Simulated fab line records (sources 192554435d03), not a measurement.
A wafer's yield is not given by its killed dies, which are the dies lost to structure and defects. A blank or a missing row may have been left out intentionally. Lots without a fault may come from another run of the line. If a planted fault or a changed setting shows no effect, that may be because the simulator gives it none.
A struck lot beside a sound one    flow n5Finfet    42 steps out of a route of 1938
Sound: wafers L850.2, L850.3, L850.4. Wafers struck: L865.1, L865.4, L865.5. The cause is given at the end.
At each step with rows: each side's tool, then ch and its chambers, then its first start. Under that, the readings that differ: sound wafers    struck wafers    difference of the means    sigmas: that difference in standard deviations of wafers without a fault.
alike: readings whose means differ by less than 2 such deviations, and words and numbers that are the same on both sides. not compared: withheld readings, readings that some wafer has no value for, bounds like >300 that may hide the same value, and numbers for which the record gives no deviation and whose values overlap.
The two part at a step that has a row with sigmas, a row that says differs or no value, or rows on one side only. Numbers that don't overlap but have no deviation are shown without sigmas and don't part them. A reading missing from all wafers of one side parts the sides only when that side holds two or more wafers.

N5_PMOS_HMC_CHANNEL_EPI_OVL_MEAS_10:
  sound on overlay-01 ch 0, day 3 05:29; struck on overlay-02 ch 0, day 6 22:52
  alike: PMOS_HMC_BLK_OVL
N5_PMOS_HMC_CHANNEL_EPI_INSPECT_11: inspects for defects (macro).
  sound on defectInspect-02 at day 3 05:30; struck on defectInspect-02 at day 6 22:53
  alike: rawDefectCount
then, 3 steps without rows for these wafers: N5_PMOS_HMC_CHANNEL_EPI_DESCUM_14 (chemistry O2, time 7.9 s); N5_PMOS_HMC_CHANNEL_EPI_ETCH_32 (etches BARC in N2/H2, stops on SiO2, target depth 85.8 nm, time 50.3 s); N5_PMOS_HMC_CHANNEL_EPI_HM_OPEN_15 (chemistry CHF3/O2, target SiO2, target depth 40.6 nm, time 20.3 s).
N5_PMOS_HMC_CHANNEL_EPI_STRIP_33: strips in N2/H2.
  sound on rieDiel-05 ch 0,2,3, day 3 05:40; struck on rieDiel-06 ch 2,3, day 6 23:03
  alike: drypumpMotorCurrentA, oesProductAu, rfVppV, showerheadPlenumPTorr, throttleValvePct
  not compared: rfHoursCounterH
then, 6 steps without rows for these wafers: N5_PMOS_HMC_CHANNEL_EPI_STRIP_17 (strips in SPM, time 750 s); N5_PMOS_HMC_CHANNEL_EPI_ETCH_38 (etches SiO2 in CF4, target depth 1.5 nm); N5_PMOS_HMC_CHANNEL_EPI_FIN_RECESS_16 (chemistry HBr/Cl2, target Si, target depth 54 nm, time 18 s); N5_PMOS_HMC_CHANNEL_EPI_PRECLEAN_36 (cleans in O3/DIW, time 45 s); N5_PMOS_HMC_CHANNEL_EPI_PRECLEAN_18 (cleans in DHF, time 30 s); N5_PMOS_HMC_CHANNEL_EPI_SRD_19 (time 30 s).
N5_PMOS_HMC_CHANNEL_EPI_EPI_20: deposits SiGe30, target thk 59 nm.
  sound on epiRpcvd-02 ch 0, day 3 06:37; struck on epiRpcvd-04 ch 0, day 6 23:32
reading                                                 sound             struck            difference  sigmas
model.SiGe30_of_PMOS_HMC_CHANNEL_EPI_EPI_20.thkNm (nm)  58.49 59.09 59.2  39.43 39.7 39.26  -19.46      
  alike: susceptorTempC
then, 3 steps without rows for these wafers: N5_PMOS_HMC_CHANNEL_EPI_HM_STRIP_35 (strips SiO2 in dHF, material SiO2, target depth 39.6 nm, time 216 s); N5_PMOS_HMC_CHANNEL_EPI_SRD_39 (time 30 s); N5_PMOS_HMC_CHANNEL_EPI_CMP_21 (polishes SiGe30, target thk 54 nm).
N5_PMOS_HMC_CHANNEL_EPI_THK_MEAS_22:
  sound on filmMetro-01 at day 3 08:02; struck on filmMetro-02 at day 7 01:11
reading           sound           struck          difference  sigmas
HMC_CMP_THK (nm)  53.4 52.2 52.2  39.4 39.7 39.2  -13.2       -16
then, 1 step without rows for these wafers: N5_PMOS_HMC_CHANNEL_EPI_PRECLEAN_40 (cleans in DHF, time 30 s).
N5_PMOS_HMC_CHANNEL_EPI_PRECLEAN_37: cleans in O3/DIW, time 45 s.
  sound on wetBench-04 ch 3,4,5, day 3 08:05; struck on wetBench-05 ch 0,3,4, day 7 01:14
reading                                                 sound              struck             difference  sigmas
model.SiGe30_of_PMOS_HMC_CHANNEL_EPI_EPI_20.thkNm (nm)  53.23 53.18 53.14  38.66 38.93 38.49  -14.49      
then, 3 steps without rows for these wafers: N5_PMOS_HMC_CHANNEL_EPI_PRECLEAN_24 (cleans in DHF, time 30 s); N5_PMOS_HMC_CHANNEL_EPI_SRD_25 (time 30 s); N5_PMOS_HMC_CHANNEL_EPI_EPI_26 (deposits Si from SiH4/H2, target thk 3.8 nm, time 22.7 s).
N5_PMOS_HMC_CHANNEL_EPI_INSPECT_30: inspects for defects (darkfield).
  sound on defectInspect-02 at day 3 08:38; struck on defectInspect-01 at day 7 01:41
  alike: rawDefectCount
then, 4 steps without rows for these wafers: N5_FIN_SAQP_PRECLEAN_42 (cleans in O3/DIW, time 60 s); N5_FIN_SAQP_PRECLEAN_00 (cleans in SC1, time 60 s); N5_FIN_SAQP_PRECLEAN_44 (cleans in SC2, time 45 s); N5_FIN_SAQP_SRD_01 (time 30 s).
N5_FIN_SAQP_ALD_61: deposits SiO2, target thk 4 nm, pulse time 1 s, purge time 2 s.
  sound on aldSin-03 ch 0,1,2, day 3 09:17; struck on aldSin-02 ch 0,2, day 7 01:49
  alike: heaterPowerW, precursorPulseHeightRel, susceptorTempC
N5_FIN_SAQP_DENSIFY_62: time 60 s.
  sound on rtpAnneal-02 ch 0, day 3 09:31; struck on rtpAnneal-01 ch 0, day 7 02:07
  alike: lampPowerPct, lamp_zone_5_pct, wafer_temp_C_max
then, 1 step without rows for these wafers: N5_FIN_SAQP_HM_DEP_03 (deposits SiNx from SiH4/NH3/N2, target thk 38 nm, time 33.6 s).
N5_FIN_SAQP_THK_MEAS_05:
  sound on filmMetro-02 at day 3 09:47; struck on filmMetro-01 at day 7 02:26
  alike: thkNm
then, 2 steps without rows for these wafers: N5_FIN_SAQP_PECVD_47 (deposits a-Si from SiH4/He, target thk 45 nm, time 36.3 s); N5_FIN_SAQP_PECVD_48 (deposits SiNx from SiH4/NH3/N2, target thk 25 nm, time 22.1 s).
N5_FIN_SAQP_PECVD_06: deposits a-Si from SiH4/He, target thk 60 nm, time 48.1 s.
  sound on pecvd-03 ch 0,1, day 3 09:54; struck on pecvd-03 ch 0,1,2, day 7 02:33
  alike: heaterPowerW, showerheadPlenumPTorr, showerheadVppV, susceptorTempC, throttleValvePct
N5_FIN_SAQP_THK_MEAS_07:
  sound on filmMetro-02 at day 3 09:59; struck on filmMetro-01 at day 7 02:38
  alike: thkNm
N5_FIN_SAQP_HM_DEP_72: deposits SiO2 from SiH4/N2O, target thk 12 nm, time 7.2 s.
  sound on pecvd-02 ch 0,1,2, day 3 10:01; struck on pecvd-02 ch 0,1,2, day 7 02:41
  alike: heaterPowerW, showerheadPlenumPTorr, showerheadVppV, susceptorTempC
then, 5 steps without rows for these wafers: N5_FIN_SAQP_COAT_49 (time 60 s, resist thk 100 nm); N5_FIN_SAQP_COAT_50 (time 60 s, resist thk 35 nm); N5_FIN_SAQP_COAT_10 (resist thk 90 nm); N5_FIN_SAQP_EBR_12; N5_FIN_SAQP_SOFTBAKE_11 (time 60 s).
-- record jumps: 6 days separate the struck wafers' starts on either side; left off in module FIN_SAQP, taken up again in module BEOL_M4, whose first shown step is the route's number 1111 --
N5_BEOL_M4_RC_MEAS_101:
  sound on prober-02 ch 0, day 10 02:32; struck on prober-02 ch 0, day 13 12:22
reading             sound              struck             difference  sigmas
CJ_P                5.95 5.93 5.89     4.98 4.83 5.01     -0.98       -5
DIBL_P (mV/V)       39.4 38.7 37.6     147.5 85.7 127.3   +81.6       +45
IOFF_P (nA/um)      0.21 0.20 0.18     57.06 9.00 46.01   +37.16      +99 or more
IOFF_P_85C (nA/um)  3.7 3.4 3.2        403.1 84.9 333.9   +270.5      +99 or more
IOFF_P_LIN (nA/um)  0.099 0.093 0.087  0.726 0.286 0.647  +0.460      +38
ION_P (uA/um)       463 463 457        345 360 361        -106        -14
REXT_P (ohm.um)     100.0 99.9 101.2   121.1 118.3 121.1  +19.8       +9
RS_NWELL (ohm/sq)   1027 1029 1024     1073 1068 1073     +45         +7
SS_P (mV/dec)       73.3 73.4 72.9     153.5 114.2 141.2  +63.1       +99 or more
  alike: DIBL_N, IOFF_N, IOFF_P_LONG, ION_N, SS_N, VT_N, VT_P

WHERE THEY PART
First at N5_PMOS_HMC_CHANNEL_EPI_THK_MEAS_22; last, within this record, at N5_BEOL_M4_RC_MEAS_101.

WHY: what had been put in by the simulator
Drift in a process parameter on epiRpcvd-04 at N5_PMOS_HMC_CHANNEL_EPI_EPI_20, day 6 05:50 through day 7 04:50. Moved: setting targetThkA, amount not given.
